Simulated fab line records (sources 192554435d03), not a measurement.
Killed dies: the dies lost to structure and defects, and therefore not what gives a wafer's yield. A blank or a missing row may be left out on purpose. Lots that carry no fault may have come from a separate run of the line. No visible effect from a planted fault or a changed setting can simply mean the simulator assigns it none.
Struck lot and sound lot, side by side	flow n5Finfet	44 steps out of a route of 1938
Sound: wafers L898.2, L898.5, L898.6. Struck: wafer L906.5; the same lot's L906.4 was not struck, so it is left out; see the end for the cause.
Per side, at each step with rows, come the tool, then ch with its chambers, and then its first start. Under that, the readings that differ: sound wafers	struck wafers	difference of the means	sigmas: that difference in standard deviations of wafers without a fault.
alike: readings with means less than 2 such deviations apart, plus words and numbers identical on both sides. not compared: withheld readings, readings lacking a value on some wafer, bounds such as >300 that could conceal the same value, and numbers that have no deviation in the record and whose values overlap.
The two part at a step that has a row with sigmas, a row that says differs or no value, or rows on one side only. Numbers that don't overlap but have no deviation are shown without sigmas and don't part them. A reading that every wafer of one side lacks parts them only if that side has two wafers or more.

first, 1 step without rows for these wafers: N5_BEOL_M3_ANNEAL_95 (time 240 s).
N5_BEOL_M3_SPUTTER_96: material Cu, target thk 4.5 nm, time 8.29 s.
  sound on pvdSputter-01, day 9 17:20; struck on pvdSputter-03, day 11 19:38
  alike: throttleValvePct
then, 3 steps without rows for these wafers: N5_BEOL_M3_ECD_50 (material Cu, target thk 300 nm); N5_BEOL_M3_ANNEAL_51 (time 90 s); N5_BEOL_M3_CMP_52 (polishes, stops on SiOC, t overpolish 6.8 s, target thk 40 nm).
N5_BEOL_M3_THK_MEAS_53: measures by xrf.
  sound on filmMetro-02, day 9 18:09; struck on filmMetro-01, day 11 20:27
  alike: M3_THK
then, 4 steps without rows for these wafers: N5_BEOL_M3_PRE_CLEAN_60 (time 15 s); N5_BEOL_M3_CO_CAP_55 (material Co, precursor CCTBA/H2, target thk 2 nm, time 102.1 s); N5_BEOL_M3_PRE_CLEAN_56 (time 15 s); N5_BEOL_M3_DEP_57 (deposits SiCN from 3MS/NH3, target thk 8 nm, time 14 s).
N5_BEOL_M3_RS_MEAS_58: the measuring method here is four-point-probe.
  sound on filmMetro-02, day 9 18:25; struck on filmMetro-02, day 11 20:43
  alike: M3_RS
N5_BEOL_M3_INSPECT_59: inspects for defects (darkfield).
  sound on defectInspect-02, day 9 18:26; struck on defectInspect-01, day 11 20:44
  alike: rawDefectCount
N5_BEOL_M4_ILD_DEP_00: deposits SiOC from DEMS/O2, target thk 79 nm, time 15.3 s.
  sound on pecvd-01 ch 0,1, day 9 18:28; struck on pecvd-03 ch 1, day 11 20:47
reading	sound	struck	difference	sigmas
model.SiOC_of_BEOL_M4_ILD_DEP_00.thkNm (nm)	79 79 79.6	55.6	-23.6	
  alike: heaterPowerW, showerheadPlenumPTorr, throttleValvePct
N5_BEOL_M4_THK_MEAS_01:
  sound on filmMetro-01, day 9 18:34; struck on filmMetro-01, day 11 20:50
reading	sound	struck	difference	sigmas
M4_ILD_THK (nm)	78.9 79.0 79.6	55.6	-23.6	-24
then, 11 steps without rows for these wafers: N5_BEOL_M4_PECVD_72 (deposits SiO2 from TEOS/O2, target thk 16 nm, time 18 s); N5_BEOL_M4_HM_DEP_02 (deposits TiN, target thk 20 nm); N5_BEOL_M4_COAT_61 (time 60 s, resist thk 60 nm); N5_BEOL_M4_COAT_62 (time 60 s, resist thk 12 nm); N5_BEOL_M4_COAT_73 (time 60 s, resist thk 5 nm); N5_BEOL_M4_COAT_05 (resist thk 30 nm); N5_BEOL_M4_EBR_07; N5_BEOL_M4_SOFTBAKE_06 (time 60 s); N5_BEOL_M4_EXPOSE_08 (exposes mask M4); N5_BEOL_M4_PEB_09 (peb time 60 s); N5_BEOL_M4_DEVELOP_10 (develop time 30 s).
N5_BEOL_M4_CD_MEAS_11 targets a cd of 16.79 nm.
  sound on cdSem-01 ch 0, day 9 19:10; struck on cdSem-02 ch 0, day 11 23:39
  alike: cdNm
N5_BEOL_M4_OVL_MEAS_12:
  sound on overlay-02 ch 0, day 9 19:13; struck on overlay-01 ch 0, day 11 23:41
  alike: M4_OVL
N5_BEOL_M4_INSPECT_13: inspects for defects (brightfield).
  sound on defectInspect-01, day 9 19:16; struck on defectInspect-02, day 11 23:44
  alike: rawDefectCount
then, 2 steps without rows for these wafers: N5_BEOL_M4_DESCUM_16 (chemistry O2, time 7 s); N5_BEOL_M4_ETCH_74 (etches underlayer in N2/H2, target depth 6.5 nm, time 5.2 s).
N5_BEOL_M4_ETCH_63: etches SiARC in CF4, target depth 15.6 nm, time 26 s.
  sound on rieDiel-06 ch 1,2, day 9 19:26; struck on rieDiel-05 ch 1, day 11 23:49
  alike: drypumpMotorCurrentA, etchRfOnTimeS, oesProductAu, rfVppV, showerheadPlenumPTorr, throttleValvePct
  not compared: rfHoursCounterH
then, 3 steps without rows for these wafers: N5_BEOL_M4_ETCH_64 (etches SOC in N2/H2, target depth 75 nm, overetch 22.5 nm, time 121.9 s); N5_BEOL_M4_STRIP_65 (strips in N2/H2); N5_BEOL_M4_STRIP_75 (strips in N2/H2).
N5_BEOL_M4_STRIP_66: strips in CF4.
  sound on rieDiel-06 ch 1,2, day 9 19:35; struck on rieDiel-05 ch 1, day 11 23:59
reading	sound	struck	difference	sigmas
biasPowerW (W)	75.06 74.93 75.08	74.56	-0.46	-2
  alike: drypumpMotorCurrentA, oesProductAu, rfVppV, showerheadPlenumPTorr, throttleValvePct
  not compared: rfHoursCounterH
N5_BEOL_M4_HM_OPEN_17: chemistry Cl2/BCl3, target TiN, target depth 20 nm, overetch 6 nm.
  sound on rieMetal-03 ch 0,1, day 9 19:38; struck on rieMetal-02 ch 0, day 12 00:03
reading	sound	struck	difference	sigmas
oesProductAu (a.u.)	0.75 0.70 0.76	0.65	-0.09	-2
throttleValvePct (%)	22.53 22.06 22.51	21.90	-0.47	-3
  alike: drypumpMotorCurrentA
  not compared: rfHoursCounterH
N5_BEOL_M4_STRIP_19: strips in O2.
  sound on rieDiel-02 ch 0,1,3, day 9 19:44; struck on rieDiel-05 ch 1, day 12 00:08
  alike: drypumpMotorCurrentA, oesProductAu, rfVppV, showerheadPlenumPTorr, throttleValvePct
  not compared: rfHoursCounterH
N5_BEOL_M4_CD_MEAS_18: pitch 36 nm, target cd 18 nm.
  sound on cdSem-03, day 9 19:49; struck on cdSem-01, day 12 00:13
  alike: cdNm
then, 4 steps without rows for these wafers: N5_BEOL_M4_COAT_67 (time 60 s, resist thk 60 nm); N5_BEOL_M4_COAT_68 (time 60 s, resist thk 12 nm); N5_BEOL_M4_COAT_76 (time 60 s, resist thk 5 nm); N5_BEOL_M4_COAT_22 (resist thk 30 nm).
N5_BEOL_M4_CMP_52: polishes, stops on SiOC, t overpolish 6.8 s, target thk 40 nm.
  sound on cmp-03 ch 0,1,3, day 10 06:07; struck on cmp-03 ch 0, day 12 09:16
reading	sound	struck	difference	sigmas
model.SiOC_of_BEOL_M4_ILD_DEP_00.thkNm (nm)	76 76 76.6	52.6	-23.6	
  alike: edgeZonePressureFrac, motorCurrentA
N5_BEOL_M4_RC_MEAS_101:
  the record has rows for the sound wafers here (prober-01 ch 0, day 10 06:46) and none for the struck ones

== WHERE THEY PART ==
At N5_BEOL_M4_THK_MEAS_01 first; at N5_BEOL_M4_RC_MEAS_101 last (within this record only).

WHY: whatever the simulator had introduced
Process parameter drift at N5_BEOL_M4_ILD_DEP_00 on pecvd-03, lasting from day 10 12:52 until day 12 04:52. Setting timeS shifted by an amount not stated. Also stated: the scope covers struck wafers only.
